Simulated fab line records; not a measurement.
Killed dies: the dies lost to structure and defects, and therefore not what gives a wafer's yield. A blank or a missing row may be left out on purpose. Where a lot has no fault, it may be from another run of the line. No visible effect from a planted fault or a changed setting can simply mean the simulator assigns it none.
8D (eight disciplines) problem report, filled in by code    flow nand harc    the parts of the form that need people (team, actions taken, sign-off) are left out

1. WHAT IS WRONG
Mean of killed at periphery at NHARC_END_SORT_01: 626.0 across 4 wafers in 3 lots; on wafers with no fault it is 4.0 (standard deviation 2.6). So: +99 or more standard deviations from the usual mean.
First seen on wafer L992.1, day 28 15:45, on prober-01. At this step, 6 wafers from 3 lots have a number in the record. Rule for "out" (also "out of limits"): further than 4 standard deviations from the usual mean. The other wafers with a number count as sound.

2. WHAT IT IS, WHAT IT ISN'T
question                     is                                is not
which readings at this step  killed at periphery, killed dies  killed at array, killed at other, killed open, killed short
which lots                   L992, L993, L994                  -
which wafers of those lots   L992.1, L992.5, L993.1, L994.1    L993.2, L994.2
read on which gauges         prober-01, prober-02              -
when                         from day 28 15:45                 up to then (0 sound wafers); but 2 sound wafers of L993, L994 came after

3. WHAT RULES OUT EACH SUSPECT
Counting: any tool at a process step up to the reading remains a suspect provided it ran every lot that is out. Sound lots after the first of them don't rule it out here, since some wafers of a struck lot are sound.
- the gauge at NHARC_END_SORT_01 is ruled out. Those wafers that are out were read across 2 gauges (prober-01, prober-02).
- hdpcvd-01 at NHARC_P_STI_HDPCVD_20 (deposits SiO2): kept. It ran every lot that is out, first L993 (day 8 03:58).
- pecvd-02 at NHARC_THIN_TSV_DEP_43 (deposits SiO2, target thk 1328.5 nm): kept. It ran every lot that is out and that the record shows at this step, first L993 (day 28 13:46). The record shows only 2 of the 3 lots at this step.
The count leaves pecvd-02 at NHARC_THIN_TSV_DEP_43 and hdpcvd-01 at NHARC_P_STI_HDPCVD_20.

4. THE CAUSE (what the simulator had put in)
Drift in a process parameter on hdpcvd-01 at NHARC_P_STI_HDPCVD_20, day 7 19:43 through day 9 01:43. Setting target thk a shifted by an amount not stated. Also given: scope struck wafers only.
Counting left 2 suspects, and this tool is among them.

5. THE CHAIN OF EFFECTS, in route order
Rows list readings where the struck wafers' mean (over those with a number) sits beyond 3 standard deviations from the usual. Only readings whose record carries a usual standard deviation are examined. hours: median over the lots of the time between each lot's start at the first step of this table that gives one and its start at this step. sigmas: the change, counted in usual standard deviations.
hours  step               reading              usual  on struck wafers  change  sigmas
0      NHARC_END_SORT_01  killed at periphery  4.0    626.0             +622.0  +99 or more
0      NHARC_END_SORT_01  killed dies          66     677               +611    +28

6. HOW IT WOULD HAVE BEEN CAUGHT EARLIER
The first out-of-limits reading at a measuring or inspecting step in this record came at day 28 15:45, 500 hours after the fault's start at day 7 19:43.
The start of NHARC_P_STI_HDPCVD_20 on hdpcvd-01 came by day 28 15:45 for every one of the lots that are out (3). Holding the tool at that point would not have protected any of them.
